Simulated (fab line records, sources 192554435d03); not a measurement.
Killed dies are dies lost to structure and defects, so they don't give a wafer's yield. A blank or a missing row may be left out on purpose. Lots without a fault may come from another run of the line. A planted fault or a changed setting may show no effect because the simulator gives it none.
A struck lot beside a sound one | flow n5_finfet | 14 steps out of a route of 1938
Sound: wafers L821.1, L821.2, L821.6. Struck: wafers L831.2, L831.4, L831.5. The cause comes at the end.
At each step with rows: each side's tool, then ch and its chambers, then its first start. Under that, the readings that differ: sound wafers | struck wafers | difference of the means | sigmas: that difference in standard deviations of wafers without a fault.
alike: readings whose means differ by less than 2 such deviations, and words and numbers that are the same on both sides. not compared: withheld readings, readings that some wafer has no value for, bounds like >300 that may hide the same value, and numbers for which the record gives no deviation and whose values overlap.
The two part at a step that has a row with sigmas, a row that says differs or no value, or rows on one side only. Numbers that don't overlap but have no deviation are shown without sigmas and don't part them. A reading that every wafer of one side lacks parts them only if that side has two wafers or more.

N5_BEOL_M0_SAQP_STRIP_108: strips in N2/H2.
  sound on rie_diel-05 ch 0,1, day 5 18:44; struck on rie_diel-05 ch 0,1,2, day 8 04:05
  alike: drypump_motor_current_A, oes_product_au, rf_vpp_V, showerhead_plenum_p_Torr, throttle_valve_pct
  not compared: rf_hours_counter_h
N5_BEOL_M0_SAQP_RECESS_109: chemistry HF/NH3, target SiO2, target depth 3 nm, afs cycles 1, sublimation time 60 s.
  sound on vapor_etch-01 ch 0,1, day 5 18:47; struck on vapor_etch-01 ch 1, day 8 04:09
  alike: drypump_motor_current_A
N5_BEOL_M0_SAQP_SPACER2_ALD_26: deposits SiO2, target thk 15 nm, pulse time 1 s, purge time 2 s.
  sound on ald_sin-04 ch 0,3, day 5 18:56; struck on ald_sin-01 ch 0,3, day 8 04:22
  alike: heater_power_w, precursor_pulse_height_rel
N5_BEOL_M0_SAQP_SPACER2_ETCHBACK_27: etches SiO2 in CHF3/O2, target depth 22.5 nm, time 11.25 s.
  sound on rie_diel-04 ch 0,1,3, day 5 19:34; struck on rie_diel-01 ch 0,3, day 8 04:55
  reading                         | sound          | struck         | difference | sigmas
  rf_vpp_V (V)                    | 520 534 545    | 514 507 506    | -24        | -2
  showerhead_plenum_p_Torr (Torr) | 2.51 2.49 2.46 | 2.38 2.39 2.39 | -0.10      | -3
  alike: bias_w, drypump_motor_current_A, oes_product_au, throttle_valve_pct
  not compared: rf_hours_counter_h
N5_BEOL_M0_SAQP_MANDREL2_REMOVE_110: chemistry HBr/Cl2/O2, target a-Si, stops on SiCN, bt time 10 s.
  sound on rie_si-01 ch 0,2, day 5 19:39; struck on rie_si-06 ch 1,2,3, day 8 05:01
  alike: HBr_flow_sccm, bias_w, drypump_motor_current_A, oes_product_au, throttle_valve_pct
  not compared: rf_hours_counter_h
N5_BEOL_M0_SAQP_CD_MEAS_29: target cd 14.4 nm.
  sound on cd_sem-01 ch 0, day 5 19:46; struck on cd_sem-01 ch 0, day 8 05:07
  alike: cd_nm
then, 6 steps without rows for these wafers: N5_BEOL_M0_SAQP_COAT_69 (time 60 s, resist thk 90 nm); N5_BEOL_M0_SAQP_COAT_72 (time 60 s, resist thk 15 nm); N5_BEOL_M0_SAQP_COAT_87 (time 60 s, resist thk 5 nm); N5_BEOL_M0_SAQP_COAT_34 (resist thk 30 nm); N5_BEOL_M0_SAQP_EBR_36; N5_BEOL_M0_SAQP_SOFTBAKE_35 (time 60 s).
N5_BEOL_M0_SAQP_EXPOSE_37: exposes mask M0 CUT1, target cd 30 nm.
  sound on euv_scanner-02 ch 0, day 5 19:56; struck on euv_scanner-02, day 8 05:18
  no value came back on the struck wafers for exposure_dose_mJ_cm2, focus_offset_nm (nm), stage_msd_nm (nm); on the sound wafers exposure_dose_mJ_cm2 reads 44.63 44.71 44.64
  alike: mask
then, 1 step without rows for these wafers: N5_BEOL_M0_SAQP_PEB_38 (peb time 60 s).

WHERE THEY PART
First at N5_BEOL_M0_SAQP_SPACER2_ETCHBACK_27; last, within this record, at N5_BEOL_M0_SAQP_EXPOSE_37.

WHY: what the simulator had put in
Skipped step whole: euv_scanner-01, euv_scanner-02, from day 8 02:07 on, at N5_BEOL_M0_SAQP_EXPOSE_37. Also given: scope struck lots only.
